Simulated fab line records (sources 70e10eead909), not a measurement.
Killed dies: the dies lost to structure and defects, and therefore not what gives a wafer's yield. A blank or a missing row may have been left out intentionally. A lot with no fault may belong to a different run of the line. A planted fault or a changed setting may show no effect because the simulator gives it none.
Which tool is to blame? ; flow nand-harc ; 11 lots, 33 wafers sampled, at 5 steps of a route of 1302

WHAT THE GAUGES READ, wafer by wafer
NHARC_A_BONDPAD_CD_MEAS_13. Usual: cd-nm at 501.6 nm, with a standard deviation of 3.
lot;measured;on;cd-nm (nm);flag
L262;day 23 08:33;cd-sem-02;502.5 503.9 502.0;
L261;day 23 10:17;cd-sem-02;500.1 497.9 503.0;
L260;day 23 14:28;cd-sem-03;498.5 500.0 499.7;
L264;day 25 20:22;cd-sem-02;503.3 498.4 500.6;
L266;day 26 03:01;cd-sem-02;501.8 500.9 502.2;
L270;day 27 21:10;cd-sem-03;497.7 501.3 504.4;
L273;day 29 04:47;cd-sem-01;505.9 506.1 507.0;
L275;day 29 07:21;cd-sem-02;504.8 500.3 505.3;
L272;day 29 10:09;cd-sem-01;500.1 505.5 504.2;
L276;day 29 13:58;cd-sem-03;498.9 503.0 504.1;
L283;day 32 20:31;cd-sem-01;499.1 502.8 500.5;

NHARC_END_SORT_01. Usual: defect-limited-yield 91 %, standard deviation 3.1; killed-at-array 54, standard deviation 21; killed-at-other 0.9, standard deviation 1.1; killed-at-periphery 3.5, standard deviation 2.5; killed-dies 58, standard deviation 21; killed-open 3.3, standard deviation 1.9; killed-short 2.6, standard deviation 1.8; sort_bin_2_pct 3.0 %, standard deviation 1.4; sort_bin_3_pct 0.6 %, standard deviation 0.41; sort_bin_4_pct 4.9 %, standard deviation 1.7; sort-n-pass 619, standard deviation 21; sort-rim-yield-pct 92 %, standard deviation 4; sort-yield-pct 91 %, standard deviation 3.1.
lot;measured;on;defect-limited-yield (%);killed-at-array;killed-at-other;killed-at-periphery;killed-dies;killed-open;killed-short;sort_bin_2_pct (%);sort_bin_3_pct (%);sort_bin_4_pct (%);sort-n-pass;sort-rim-yield-pct (%);sort-yield-pct (%);flag
L262;day 25 01:41;prober-01;91 94 93;61 41 43;0 0 1;0 2 4;61 43 48;3 2 3;1 3 3;3.0 2.5 1.5;0.7 0.7 0.6;5.3 3.1 5.0;616 634 629;99 95 94;91 94 93;
L261;day 24 16:21;prober-02;91 92 92;56 53 52;0 0 0;2 4 4;58 57 56;2 6 5;3 2 0;1.9 3.2 2.8;0.3 0.4 0.3;6.4 4.7 5.2;619 620 621;92 96 95;91 92 92;
L260;day 25 01:17;prober-02;97 95 95;14 21 25;2 1 1;3 10 8;19 32 34;3 1 2;0 2 2;0.9 1.3 1.6;0.1 0.1 0.6;1.8 3.2 2.8;658 645 643;97 98 95;97 95 95;
L264;day 26 22:45;prober-02;87 87 87;85 85 87;2 4 2;2 1 0;89 90 89;1 1 3;1 4 4;4.7 4.4 5.2;1.3 1.2 0.9;7.1 7.7 7.1;588 587 588;88 92 91;87 87 87;
L266;day 27 16:41;prober-02;90 88 85;67 78 96;1 0 1;2 3 7;70 81 104;2 3 6;3 5 1;4.7 4.4 5.9;1.2 1.2 1.3;4.4 6.4 8.1;607 596 573;89 97 91;90 88 85;
L270;day 29 02:26;prober-01;92 94 93;46 37 42;0 0 0;5 4 5;51 41 47;3 1 5;1 2 2;2.5 2.4 2.4;0.3 0.6 0.3;4.7 3.1 4.3;626 636 630;95 95 98;92 94 93;
L273;day 30 09:29;prober-01;90 90 91;58 53 56;2 0 1;5 13 6;65 66 63;1 5 6;1 1 5;2.8 3.5 4.1;0.6 0.6 0.3;6.2 5.6 4.9;612 611 614;88 93 92;90 90 91;
L275;day 30 18:04;prober-01;92 95 91;46 24 54;0 0 1;10 8 3;56 32 58;4 3 2;0 2 2;3.5 1.2 3.5;1.2 0.6 0.7;3.5 3.0 4.3;621 645 619;90 92 88;92 95 91;
L272;day 30 20:46;prober-02;90 89 90;65 71 60;0 0 0;4 5 6;69 76 66;4 2 5;6 3 3;1.9 3.7 3.1;0.7 1.3 0.7;7.5 6.2 5.9;608 601 611;94 94 96;90 89 90;
L276;day 31 01:50;prober-01;90 90 92;62 64 53;2 2 2;2 1 2;66 67 57;5 4 6;4 3 0;3.2 2.7 3.4;0.9 0.7 0.6;5.6 6.5 4.4;611 610 620;86 91 90;90 90 92;
L283;day 34 04:04;prober-02;94 92 94;35 51 41;2 1 0;1 5 1;38 57 42;5 6 2;5 4 4;2.8 2.4 1.8;0.4 0.6 0.3;2.4 5.5 4.1;639 620 635;92 97 89;94 92 94;

TOOL THAT RAN EACH LOT (tool first, then ch and the chambers of the sampled wafers, then the start)
lot;NHARC_A_BONDPAD_ETCH_12;NHARC_A_BONDPAD_STRIP_15;NHARC_A_BONDPAD_PVD_17
L262;rie-diel-06 ch 0,2,3, day 23 08:25;rie-diel-11 ch 1,2, day 23 08:38;pvd-sputter-03, day 25 01:41 or earlier
L261;rie-diel-06 ch 0,1, day 23 10:08;rie-diel-06 ch 0,2,3, day 23 10:23;pvd-sputter-02, day 24 16:21 or earlier
L260;rie-diel-01 ch 0,3, day 23 14:20;rie-diel-06 ch 0,1, day 23 14:34;pvd-sputter-01, day 25 01:17 or earlier
L264;rie-diel-11 ch 1,3, day 25 20:14;rie-diel-06 ch 1,2,3, day 25 20:26;pvd-sputter-02, day 26 22:45 or earlier
L266;rie-diel-06 ch 0,1,2, day 26 02:53;rie-diel-06 ch 1,2,3, day 26 03:06;pvd-sputter-02, day 27 16:41 or earlier
L270;rie-diel-11 ch 0,1,3, day 27 21:03;rie-diel-11 ch 1,2, day 27 21:14;pvd-sputter-03, day 29 02:26 or earlier
L273;rie-diel-11 ch 0,3, day 29 04:40;rie-diel-11 ch 0,1, day 29 04:52;pvd-sputter-01, day 30 09:29 or earlier
L275;rie-diel-11 ch 0,1,3, day 29 07:13;rie-diel-06 ch 0,2,3, day 29 07:26;pvd-sputter-03, day 30 18:04 or earlier
L272;rie-diel-11 ch 0,3, day 29 10:01;rie-diel-01 ch 1,2,3, day 29 10:16;pvd-sputter-01, day 30 20:46 or earlier
L276;rie-diel-11 ch 0,1,3, day 29 13:49;rie-diel-11 ch 0,1,3, day 29 14:03;pvd-sputter-01, day 31 01:50 or earlier
L283;rie-diel-06 ch 0,3, day 32 20:23;rie-diel-06 ch 1,2, day 32 20:35;pvd-sputter-02, day 34 04:04 or earlier
- NHARC_A_BONDPAD_ETCH_12: etches the open film in CHF3/O2, target depth 220 nm, time 110 s.
- NHARC_A_BONDPAD_STRIP_15: strips in O2.
- NHARC_A_BONDPAD_PVD_17: deposits TaN, target thk 5 nm, time 8.06 s.

AS READ BY THE TOOLS THEMSELVES (means over the sampled wafers that have a number; for cases with no such wafer, the mark the record gives instead)
NHARC_A_BONDPAD_ETCH_12. Usual: for drypump-motor-current-A, 5.7 A with a standard deviation of 0.4; for o2-flow-sccm, 10.00 sccm with a standard deviation of 0.032; for oes-product-au, 0.929 a.u. with a standard deviation of 0.023; for rf-fwd-power-W, 497.0 W with a standard deviation of 1.5; for rf-vpp-V, 369.5 V with a standard deviation of 1.9; for showerhead-plenum-p-Torr, 2.35 Torr with a standard deviation of 0.078; for throttle-valve-pct, 20.573 % with a standard deviation of 0.0095.
lot;tool;drypump-motor-current-A (A);o2-flow-sccm (sccm);oes-product-au (a.u.);rf-fwd-power-W (W);rf-vpp-V (V);showerhead-plenum-p-Torr (Torr);throttle-valve-pct (%);flag
L262;rie-diel-06;5.9;9.99;0.922;498.0;369.6;2.32;20.572;
L261;rie-diel-06;5.3;9.97;0.909;497.5;369.3;2.32;20.569;
L260;rie-diel-01;6.1;10.02;0.932;495.0;369.7;2.36;20.576;
L264;rie-diel-11;5.6;10.00;0.910;496.9;370.6;2.43;20.569;
L266;rie-diel-06;5.6;9.98;0.923;495.5;369.2;2.31;20.568;
L270;rie-diel-11;5.8;10.00;0.918;496.0;370.5;2.39;20.569;
L273;rie-diel-11;6.1;10.02;0.977;496.9;372.0;2.44;20.578;
L275;rie-diel-11;5.7;10.01;1.047;564.9;370.4;2.39;20.573;OFF
L272;rie-diel-11;6.1;10.00;1.070;630.4;371.4;2.44;20.565;OFF
L276;rie-diel-11;5.7;9.99;1.040;563.8;370.5;2.39;20.572;OFF
L283;rie-diel-06;6.0;10.00;0.926;495.9;369.6;2.33;20.571;

NHARC_A_BONDPAD_STRIP_15. Usual: drypump-motor-current-A 5.7 A, standard deviation 0.41; o2-flow-sccm 500.0 sccm, standard deviation 1.5; oes-product-au 0.993 a.u., standard deviation 0.014; rf-vpp-V 57.5 V, standard deviation 0.89; showerhead-plenum-p-Torr 3.45 Torr, standard deviation 0.11; throttle-valve-pct 17.036 %, standard deviation 0.0088.
lot;tool;drypump-motor-current-A (A);o2-flow-sccm (sccm);oes-product-au (a.u.);rf-vpp-V (V);showerhead-plenum-p-Torr (Torr);throttle-valve-pct (%);flag
L262;rie-diel-11;5.4;499.9;1.002;57.2;3.35;17.042;
L261;rie-diel-06;5.9;500.8;0.982;57.8;3.41;17.030;
L260;rie-diel-06;5.3;499.1;0.985;57.4;3.42;17.027;
L264;rie-diel-06;5.6;500.2;0.982;57.5;3.44;17.041;
L266;rie-diel-06;5.5;501.0;0.979;57.4;3.44;17.035;
L270;rie-diel-11;5.4;500.5;0.984;57.1;3.35;17.034;
L273;rie-diel-11;5.9;500.9;0.998;57.1;3.46;17.044;
L275;rie-diel-06;6.0;499.6;0.998;57.2;3.40;17.033;
L272;rie-diel-01;6.0;501.5;1.013;57.6;3.43;17.034;
L276;rie-diel-11;5.8;499.8;1.007;57.8;3.51;17.039;
L283;rie-diel-06;5.6;500.4;0.995;57.3;3.39;17.040;

NHARC_A_BONDPAD_PVD_17. Usual: throttle-valve-pct at 30.0 %, with a standard deviation of 0.92.
lot;tool;throttle-valve-pct (%);flag
L262;pvd-sputter-03;29.8;
L261;pvd-sputter-02;29.9;
L260;pvd-sputter-01;30.8;
L264;pvd-sputter-02;29.5;
L266;pvd-sputter-02;29.6;
L270;pvd-sputter-03;30.2;
L273;pvd-sputter-01;30.1;
L275;pvd-sputter-03;30.1;
L272;pvd-sputter-01;29.5;
L276;pvd-sputter-01;30.3;
L283;pvd-sputter-02;29.6;

THE ANSWER, worked out from the rows above alone
Rule: a lot is off if the mean of its wafers that have a number lies more than 3 standard deviations from the usual mean. Also off: a lot with no number at a reading for which 4 or more lots have one. All remaining lots with rows at the step are treated as sound. Order of review: gauges by route order, followed by the tools' own readings, for which a lot's mean as printed above is used. The first step at which some lot is off is used, and at that step the reading that is off furthest; a lot without a number counts as furthest.
Off: L275, L272, L276 (NHARC_A_BONDPAD_ETCH_12, rf-fwd-power-W).
If a tool, at that step or one of the process steps before it, ran each lot that is off and ran no sound lot following the first of them, it fits. One fits: NHARC_A_BONDPAD_ETCH_12 on rie-diel-11. A fault onset in the window from L273 (day 29 04:40, its last sound lot) to L275 (day 29 07:13, its first lot off) fits.
The tool's own readings at NHARC_A_BONDPAD_ETCH_12 bear it out: on the lots that are off they differ by more than 5 times the standard deviation of the sound lots' means. oes-product-au reads 1.052 a.u. there against 0.927 a.u. on the sound lots; rf-fwd-power-W reads 586.4 W there against 496.5 W on the sound lots.

WHAT WAS PUT IN BY THE SIMULATOR
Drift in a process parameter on rie-diel-11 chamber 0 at NHARC_A_BONDPAD_ETCH_12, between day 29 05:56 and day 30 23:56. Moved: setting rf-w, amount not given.
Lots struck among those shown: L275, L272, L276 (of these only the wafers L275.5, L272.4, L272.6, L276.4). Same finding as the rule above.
